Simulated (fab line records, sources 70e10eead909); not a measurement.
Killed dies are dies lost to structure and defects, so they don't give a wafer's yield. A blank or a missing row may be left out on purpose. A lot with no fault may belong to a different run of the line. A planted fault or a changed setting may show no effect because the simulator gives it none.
What tool caused it? | flow nand-harc | 14 lots with 42 wafers sampled at 3 steps, on a route of 1302 steps

WHAT THE GAUGES READ, wafer by wafer
NHARC_A_BONDPAD_THK_MEAS_30: measures by ellipsometry. Usual: thk-nm at 199.8 nm, with a standard deviation of 1.6.
lot  | measured     | on            | thk-nm (nm)       | flag
L708 | day 23 13:48 | film-metro-01 | 202.5 198.7 199.9 |
L707 | day 23 18:10 | film-metro-02 | 200.2 199.7 200.4 |
L709 | day 23 19:25 | film-metro-01 | 199.9 201.0 198.5 |
L710 | day 24 09:01 | film-metro-01 | 201.0 199.9 200.2 |
L711 | day 24 09:50 | film-metro-01 | 200.7 199.4 202.8 |
L713 | day 26 01:29 | film-metro-02 | 202.2 198.7 201.5 |
L714 | day 26 03:02 | film-metro-02 | 200.5 200.0 199.0 |
L715 | day 26 12:46 | film-metro-01 | 200.4 198.7 200.8 |
L723 | day 29 03:43 | film-metro-01 | 200.3 200.7 200.3 |
L722 | day 30 02:05 | film-metro-01 | 198.5 200.0 200.2 |
L725 | day 30 05:37 | film-metro-01 | 197.2 199.9 199.4 |
L727 | day 31 01:52 | film-metro-02 | 202.8 201.0 200.6 |
L728 | day 32 01:29 | film-metro-01 | 199.2 199.1 198.4 |
L730 | day 33 17:17 | film-metro-02 | 199.3 200.7 201.3 |

NHARC_A_BONDPAD_CD_MEAS_09 targets a cd of 500 nm. Usual: cd-nm at 499.7 nm, with a standard deviation of 2.5.
lot  | measured     | on        | cd-nm (nm)        | flag
L708 | day 23 14:14 | cd-sem-02 | 503.5 503.8 503.0 |
L707 | day 23 18:37 | cd-sem-02 | 502.0 492.6 498.9 |
L709 | day 23 19:59 | cd-sem-02 | 500.9 500.7 497.0 |
L710 | day 24 09:36 | cd-sem-02 | 499.3 499.4 501.9 |
L711 | day 24 10:24 | cd-sem-02 | 497.8 500.8 499.9 |
L713 | day 26 02:04 | cd-sem-02 | 501.8 500.2 502.8 |
L714 | day 26 03:29 | cd-sem-02 | 502.5 502.5 503.3 |
L715 | day 26 13:20 | cd-sem-01 | 492.1 496.1 498.9 |
L723 | day 29 04:10 | cd-sem-02 | 502.1 500.3 501.4 |
L722 | day 30 02:39 | cd-sem-02 | 499.5 500.2 498.6 |
L725 | day 30 06:11 | cd-sem-01 | 498.9 500.7 499.8 |
L727 | day 31 02:19 | cd-sem-01 | 501.6 501.3 501.7 |
L728 | day 32 01:56 | cd-sem-02 | 500.7 502.0 500.2 |
L730 | day 33 17:51 | cd-sem-01 | 498.1 502.7 495.6 |

NHARC_HYBRID_BOND_OVL_MEAS_05. Usual: overlay-x-nm -2 nm, standard deviation 33; overlay-y-nm 5 nm, standard deviation 33.
lot  | measured     | on         | overlay-x-nm (nm) | overlay-y-nm (nm) | flag
L708 | day 24 02:26 | overlay-02 | 42 4 -43          | 11 64 21          |
L707 | day 24 07:46 | overlay-02 | 20 13 -14         | -49 -18 37        |
L709 | day 24 07:46 | overlay-01 | -8 2 -14          | 13 46 66          |
L710 | day 24 23:52 | overlay-02 | 17 32 22          | -12 25 22         |
L711 | day 24 23:52 | overlay-01 | -73 32 -10        | 1 33 41           |
L713 | day 26 14:20 | overlay-02 | 37 -74 -51        | -46 13 -22        |
L714 | day 26 14:20 | overlay-01 | -32 -18 11        | 31 25 19          |
L715 | day 27 01:36 | overlay-02 | 12 -4 -22         | -41 3 -32         |
L723 | day 29 20:36 | overlay-02 | 41 -16 -6         | 36 -5 -30         |
L722 | day 30 15:50 | overlay-02 | -6 -12 -3         | 22 -4 29          |
L725 | day 30 15:51 | overlay-01 | -19 -49 0         | 33 7 -30          |
L727 | day 31 14:47 | overlay-01 | 20 1 82           | -50 -24 50        |
L728 | day 32 17:05 | overlay-02 | -26 12 -32        | 20 67 -16         |
L730 | day 34 06:10 | overlay-01 | -19 -10 2         | 2 -3 -26          |

TOOL THAT RAN EACH LOT (tool first, then ch and the chambers of the sampled wafers, then the start)
No process step before these readings appears in the record.

WHAT THE TOOLS THEMSELVES READ (means of the sampled wafers that have a number; where no wafer has one, the mark that the record gives instead)
The record holds no such reading with a usual standard deviation.

THE ANSWER, worked out from the rows above alone
Rule: a lot is off if the mean of its wafers that have a number lies more than 3 standard deviations from the usual mean. A lot without any number at a reading at which 4 lots or more have one is off too. The other lots that the step has rows for count as sound. After the gauges, taken in route order, come the tools' own readings; for these a lot's mean is taken, as printed above. The first step at which some lot is off is used, and at that step the reading that is off furthest; a lot without a number counts as furthest.
No lot is off at any reading shown: from this, nothing can be told.

WHAT WAS PUT IN BY THE SIMULATOR
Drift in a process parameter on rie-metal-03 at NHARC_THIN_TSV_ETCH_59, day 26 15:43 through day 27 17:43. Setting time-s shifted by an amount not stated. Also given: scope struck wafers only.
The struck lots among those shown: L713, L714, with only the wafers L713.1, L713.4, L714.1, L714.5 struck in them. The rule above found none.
